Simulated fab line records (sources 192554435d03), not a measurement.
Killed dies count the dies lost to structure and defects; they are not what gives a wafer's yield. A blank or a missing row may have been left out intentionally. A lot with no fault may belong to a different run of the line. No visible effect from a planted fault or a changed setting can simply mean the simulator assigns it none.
The tool behind it: which one? + flow n5 finfet + 10 lots, 30 wafers sampled, at 3 steps of a route of 1938

== WHAT EACH GAUGE READ, for each wafer ==
N5_HKMG_FIN_THK_MEAS_70: measures by xrf.
| lot  | measured    | on            | HK_THK (nm)       |
|------|-------------|---------------|-------------------|
| L200 | day 5 09:25 | film metro-01 | 1.572 1.547 1.554 |
| L201 | day 5 12:10 | film metro-01 | 1.537 1.542 1.525 |
| L209 | day 7 14:10 | film metro-01 | 1.516 1.539 1.509 |
| L212 | day 8 07:23 | film metro-01 | 1.508 1.521 1.537 |
| L213 | day 8 14:27 | film metro-01 | 1.545 1.529 1.547 |
| L215 | day 9 01:11 | film metro-01 | 1.550 1.536 1.542 |
| L216 | day 9 01:22 | film metro-02 | 1.533 1.562 1.554 |
| L217 | day 9 09:42 | film metro-01 | 1.520 1.529 1.533 |
| L219 | day 9 18:34 | film metro-02 | 1.493 1.564 1.534 |
| L218 | day 9 20:46 | film metro-01 | 1.532 1.524 1.508 |

== WHAT TOOL EACH LOT RAN ON (gives the tool, then ch and the chambers of the sampled wafers, and finally the start) ==
| lot  | N5_HKMG_FIN_STRIP_57              | N5_HKMG_FIN_ALD_36                 |
|------|-----------------------------------|------------------------------------|
| L200 | rie diel-04 ch 0,1,3, day 5 07:16 | ald metal-04 ch 0,3, day 5 09:08   |
| L201 | rie diel-03 ch 0,1,3, day 5 10:02 | ald metal-01 ch 0,2, day 5 11:53   |
| L209 | rie diel-04 ch 1,2,3, day 7 11:51 | ald metal-02 ch 0,1,2, day 7 13:53 |
| L212 | rie diel-04 ch 1,3, day 8 05:12   | ald metal-01 ch 0,1,2, day 8 07:07 |
| L213 | rie diel-02 ch 0,2, day 8 12:18   | ald metal-01 ch 0,3, day 8 14:10   |
| L215 | rie diel-02 ch 1,3, day 8 23:04   | ald metal-04 ch 0,1, day 9 00:54   |
| L216 | rie diel-03 ch 0,1,2, day 8 23:10 | ald metal-02 ch 0,1, day 9 01:05   |
| L217 | rie diel-02 ch 0,1,2, day 9 07:22 | ald metal-01 ch 0,1,2, day 9 09:25 |
| L219 | rie diel-02 ch 0,2,3, day 9 16:25 | ald metal-02 ch 0,2, day 9 18:17   |
| L218 | rie diel-03 ch 0,2,3, day 9 18:38 | ald metal-02 ch 1,2, day 9 20:29   |
- N5_HKMG_FIN_STRIP_57: strips in CF4.
- N5_HKMG_FIN_ALD_36: deposits TiN, target thk 1 nm, pulse time 1 s, purge time 3 s.

== THE ANSWER, worked out from the rows above alone ==
Rule: what is usual is taken from the lots themselves. Put in order of their means at a reading, lots are off if they are a third of the lots or fewer, leave a main group of 4 or more, and stand apart from it by a gap of 3 or more times the standard deviation of the main group's means; of several such gaps the widest counts. A main group is skipped when, at the precision printed for the reading in the tables above, its means are all equal. Also off: a lot with no number at a reading for which 4 or more lots have one. Where the step has rows for the other lots, those lots are counted as sound.
No lot is off at any reading shown: from this, nothing can be told.

== WHAT THE SIMULATOR HAD INSERTED ==
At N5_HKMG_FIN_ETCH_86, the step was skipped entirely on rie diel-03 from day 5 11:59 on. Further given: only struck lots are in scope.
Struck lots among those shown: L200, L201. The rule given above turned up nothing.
